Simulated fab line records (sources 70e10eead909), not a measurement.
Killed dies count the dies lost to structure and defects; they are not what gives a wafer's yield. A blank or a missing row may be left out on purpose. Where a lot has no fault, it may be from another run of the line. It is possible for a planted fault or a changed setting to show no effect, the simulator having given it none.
Which of the tools did it? :: flow nandHarc :: 6 lots, 18 wafers sampled, at 4 steps of a route of 1159

WHAT THE GAUGES READ, wafer by wafer
NHARC_A_BLC_CD_MEAS_10: the cd target is 100 nm.
lot: L138
measured: day 18 05:55
on: cdSem-02
cdNm (nm): 100.6 100.7 100.3

lot: L141
measured: day 18 23:35
on: cdSem-02
cdNm (nm): 100.4 100.7 100.0

lot: L150
measured: day 20 19:46
on: cdSem-03
cdNm (nm): 105.2 104.9 100.5

lot: L151
measured: day 21 23:35
on: cdSem-03
cdNm (nm): 99.6 100.0 99.9

lot: L154
measured: day 22 07:36
on: cdSem-03
cdNm (nm): 99.7 100.4 100.1

lot: L155
measured: day 22 17:20
on: cdSem-02
cdNm (nm): 100.3 100.4 99.7

TOOL THAT RAN EACH LOT (tool first, then ch and the chambers of the sampled wafers, then the start)
lot: L138
NHARC_A_CONTACT_ETCH_139: harCapEtch-02 ch 0,1, day 18 02:25
NHARC_A_CONTACT_CVD_19: cvdW-02 ch 0,1, day 18 05:49 or earlier
NHARC_A_BLC_PEB_08: lithoTrack-04 ch 0, day 18 05:49

lot: L141
NHARC_A_CONTACT_ETCH_139: harCapEtch-01 ch 0,1, day 18 20:10
NHARC_A_CONTACT_CVD_19: cvdW-02 ch 0,1, day 18 23:30 or earlier
NHARC_A_BLC_PEB_08: lithoTrack-01 ch 0, day 18 23:30

lot: L150
NHARC_A_CONTACT_ETCH_139: harCapEtch-01 ch 0,1, day 20 14:33
NHARC_A_CONTACT_CVD_19: cvdW-02 ch 0,1, day 20 19:41 or earlier
NHARC_A_BLC_PEB_08: lithoTrack-01 ch 0, day 20 19:41

lot: L151
NHARC_A_CONTACT_ETCH_139: harCapEtch-01 ch 0,1, day 21 19:54
NHARC_A_CONTACT_CVD_19: cvdW-01 ch 0,1, day 21 21:47
NHARC_A_BLC_PEB_08: lithoTrack-04 ch 0, day 21 23:30

lot: L154
NHARC_A_CONTACT_ETCH_139: harCapEtch-01 ch 0,1, day 22 01:38
NHARC_A_CONTACT_CVD_19: cvdW-01 ch 0,1, day 22 07:31 or earlier
NHARC_A_BLC_PEB_08: lithoTrack-04 ch 0, day 22 07:31

lot: L155
NHARC_A_CONTACT_ETCH_139: harCapEtch-01 ch 0,1, day 22 10:23
NHARC_A_CONTACT_CVD_19: cvdW-02 ch 0,1, day 22 17:14 or earlier
NHARC_A_BLC_PEB_08: lithoTrack-04 ch 0, day 22 17:14
- NHARC_A_CONTACT_ETCH_139: etches the open film in C4F8/O2/Ar, time 137 s, target depth 590 nm.
- NHARC_A_CONTACT_CVD_19: deposits W, target thk 300 nm, time 802 s.
- NHARC_A_BLC_PEB_08: peb time 65 s.

THE ANSWER, worked out from the rows above alone
Rule: usual is defined by the lots themselves. The widest of any qualifying gaps counts: lots, ordered by their means at a reading, are off when they make up no more than a third of the lots, leave a main group of 4 or more, and stand apart from it by 3 or more times the standard deviation of that group's means. The tables above print the reading to a certain number of digits; a main group whose means all agree to those digits is not used. Also off: a lot with no number at a reading for which 4 or more lots have one. Any other lot the step has rows for is counted as sound.
Off: L150 (NHARC_A_BLC_CD_MEAS_10, cdNm). The main group: mean 100.2 nm, standard deviation 0.24.
A tool fits if, at a process step before that reading, it ran every lot that is off, and no sound lot after the first of them. Gauges at NHARC_A_BLC_CD_MEAS_10: tried the same way as those tools. NHARC_A_CONTACT_CVD_19: start missing for some lots; hours and lot order therefore follow NHARC_A_BLC_PEB_08. One fits: lithoTrack-01 at NHARC_A_BLC_PEB_08. A fault onset in the window from L141 (day 18 23:30, its last sound lot) to L150 (day 20 19:41, its first lot off) fits.

WHAT THE SIMULATOR PUT IN
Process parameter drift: lithoTrack-01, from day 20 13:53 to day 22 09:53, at NHARC_A_BLC_PEB_08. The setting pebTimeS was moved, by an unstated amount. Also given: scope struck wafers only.
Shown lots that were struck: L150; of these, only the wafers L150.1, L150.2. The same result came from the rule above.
